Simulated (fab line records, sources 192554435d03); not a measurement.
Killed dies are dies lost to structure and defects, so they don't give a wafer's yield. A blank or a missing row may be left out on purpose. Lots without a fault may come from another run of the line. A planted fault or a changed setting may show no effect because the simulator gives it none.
Split-lot experiment | flow n5_finfet | 7 lots, 21 wafers read, on a route of 1938 steps

THE SPLIT
At N5_DUMMY_GATE_HM_DEP_06 (deposits SiNx from DCS/NH3, target thk 80 nm, time 5141 s), the setting time_s was moved away from the recipe's 5141 s on 12 of the 21 wafers read, by -9.9% to +9.5%. The other wafers ran this setting at the recipe's value.

The reading is taken at the split's own step.

THE READING
SiNx_of_DUMMY_GATE_HM_DEP_06.thk_nm (the simulator's own value, which no gauge read), in nm, at N5_DUMMY_GATE_HM_DEP_06 (deposits SiNx from DCS/NH3, target thk 80 nm, time 5141 s). The file gives no usual value for it. The 9 wafers here that ran the recipe average 80.2 nm, standard deviation 1.1 nm.

wafer  | tool, chamber at the split | time_s as run, s | against the recipe | SiNx_of_DUMMY_GATE_HM_DEP_06.thk_nm, nm | against lot-mates on the recipe
L074.1 | -, -                       | 5141             | recipe             | 81.6                                    | -
L074.2 | -, -                       | 5141             | recipe             | 81.6                                    | -
L074.3 | -, -                       | 5141             | recipe             | 82                                      | -
L076.1 | -, -                       | 5631             | +9.5%              | 87.6                                    | no lot-mate on the recipe
L076.5 | -, -                       | 5631             | +9.5%              | 87.8                                    | no lot-mate on the recipe
L076.6 | -, -                       | 5631             | +9.5%              | 88.4                                    | no lot-mate on the recipe
L080.2 | -, -                       | 5389             | +4.8%              | 83.6                                    | no lot-mate on the recipe
L080.5 | -, -                       | 5389             | +4.8%              | 83.6                                    | no lot-mate on the recipe
L080.4 | -, -                       | 5389             | +4.8%              | 83.4                                    | no lot-mate on the recipe
L089.2 | lpcvd-01, 1/70             | 5141             | recipe             | 80                                      | -
L089.4 | lpcvd-01, 1/79             | 5141             | recipe             | 79.8                                    | -
L089.6 | lpcvd-01, 1/89             | 5141             | recipe             | 79.4                                    | -
L090.2 | -, -                       | 5141             | recipe             | 79.8                                    | -
L090.3 | -, -                       | 5141             | recipe             | 79.2                                    | -
L090.4 | -, -                       | 5141             | recipe             | 78.6                                    | -
L092.1 | -, -                       | 4734             | -7.9%              | 74.8                                    | no lot-mate on the recipe
L092.6 | -, -                       | 4734             | -7.9%              | 74.8                                    | no lot-mate on the recipe
L092.2 | -, -                       | 4734             | -7.9%              | 74.2                                    | no lot-mate on the recipe
L093.2 | -, -                       | 4631             | -9.9%              | 72.6                                    | no lot-mate on the recipe
L093.6 | -, -                       | 4631             | -9.9%              | 72.6                                    | no lot-mate on the recipe
L093.3 | -, -                       | 4631             | -9.9%              | 72                                      | no lot-mate on the recipe

THE FIT
A straight line over all 21 wafers: SiNx_of_DUMMY_GATE_HM_DEP_06.thk_nm changes by +0.769 nm for each +1% of time_s; r = +0.99; the points scatter about the line by 0.87 nm.
Too few moved wafers have a lot-mate on the recipe to fit a line with each lot's own level taken away.

THE FILE'S OWN FIT
SiNx_of_DUMMY_GATE_HM_DEP_06.thk_nm changes by +0.769 nm for each +1% of time_s, r = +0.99.
